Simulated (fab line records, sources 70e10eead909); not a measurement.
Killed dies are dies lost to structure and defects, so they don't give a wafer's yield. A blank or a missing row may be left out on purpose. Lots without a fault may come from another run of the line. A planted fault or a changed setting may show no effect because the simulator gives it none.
Chamber matching | flow nand_harc | NHARC_P_BONDPAD_CMP_32 on cmp-01: 4 sister chambers
The step polishes SiCN, target thk 200 nm. 22 wafers are shown with their chamber, then 11 later ones without.

WAFERS WITH THEIR CHAMBER
wafer  | chamber | motor_current_A (A) | retaining_ring_pressure_frac
L075.1 | 2       | 10.8                | 1.003
L075.4 | 0       | 12.5                | 1.008
L075.5 | 3       | 15.9                | 1.011
L077.1 | 3       | 16.3                | 0.998
L077.3 | 2       | 10.0                | 1.006
L077.4 | 1       | 12.3                | 1.005
L080.2 | 3       | 16.0                | 1.003
L080.4 | 2       | 10.6                | 0.992
L080.6 | 3       | 15.2                | 1.002
L082.2 | 1       | 11.7                | 0.996
L082.5 | 3       | 15.9                | 0.993
L082.6 | 2       | 10.1                | 1.005
L084.1 | 1       | 12.4                | 1.001
L084.2 | 3       | 15.9                | 0.998
L084.6 | 0       | 11.9                | 0.997
L086.2 | 0       | 11.9                | 1.010
L086.4 | 1       | 12.8                | 1.001
L086.6 | 3       | 17.1                | 1.000
L087.2 | 0       | 12.1                | 0.998
L087.4 | 1       | 12.8                | 0.993
L087.5 | 1       | 11.5                | 1.000
L095.1 | 3       | 15.7                | 0.994

SIGNATURES (means of the wafers above)
reading                      | chamber 0 | chamber 1 | chamber 2 | chamber 3 | scatter within a chamber
motor_current_A              | 12.100    | 12.250    | 10.375    | 16.000    | 0.485
retaining_ring_pressure_frac | 1.00325   | 0.99933   | 1.00150   | 0.99987   | 0.00566
Rule: a wafer's distance from a chamber is the root of the sum, over the readings, of the square of ((its reading less the chamber's mean) divided by the reading's scatter). The wafer belongs to the nearest chamber; if the next one is less than 2 further off, it can't be placed. The scatter: the root of (the sum of the squares of (reading less its chamber's mean) over the shown wafers, divided by (wafers less chambers)).

WAFERS WITHOUT THEIR CHAMBER
wafer  | motor_current_A (A) | retaining_ring_pressure_frac
L095.2 | 11.9                | 1.005
L095.3 | 10.4                | 0.998
L096.3 | 11.6                | 0.998
L096.4 | 12.0                | 0.999
L096.5 | 12.4                | 1.002
L096.1 | 16.5                | 0.998
L096.2 | 10.9                | 0.998
L096.6 | 12.2                | 0.992
L097.1 | 12.1                | 1.005
L097.3 | 10.2                | 1.010
L097.5 | 11.8                | 0.999

WHICH CHAMBER EACH WENT THROUGH
wafer  | from the rows above          | in truth
L095.2 | can't be placed: 0 or 1      | 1
L095.3 | 2                            | 2
L096.3 | can't be placed: 1 or 0 or 2 | 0
L096.4 | can't be placed: 1 or 0      | 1
L096.5 | can't be placed: 1 or 0      | 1
L096.1 | 3                            | 3
L096.2 | can't be placed: 2 or 0 or 1 | 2
L096.6 | can't be placed: 1 or 0      | 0
L097.1 | can't be placed: 0 or 1      | 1
L097.3 | 2                            | 2
L097.5 | can't be placed: 1 or 0      | 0
Placed correctly: 3 of 11. Can't be placed from these rows: 8 (the true chamber is among the candidates in 8). Placed wrongly: 0.
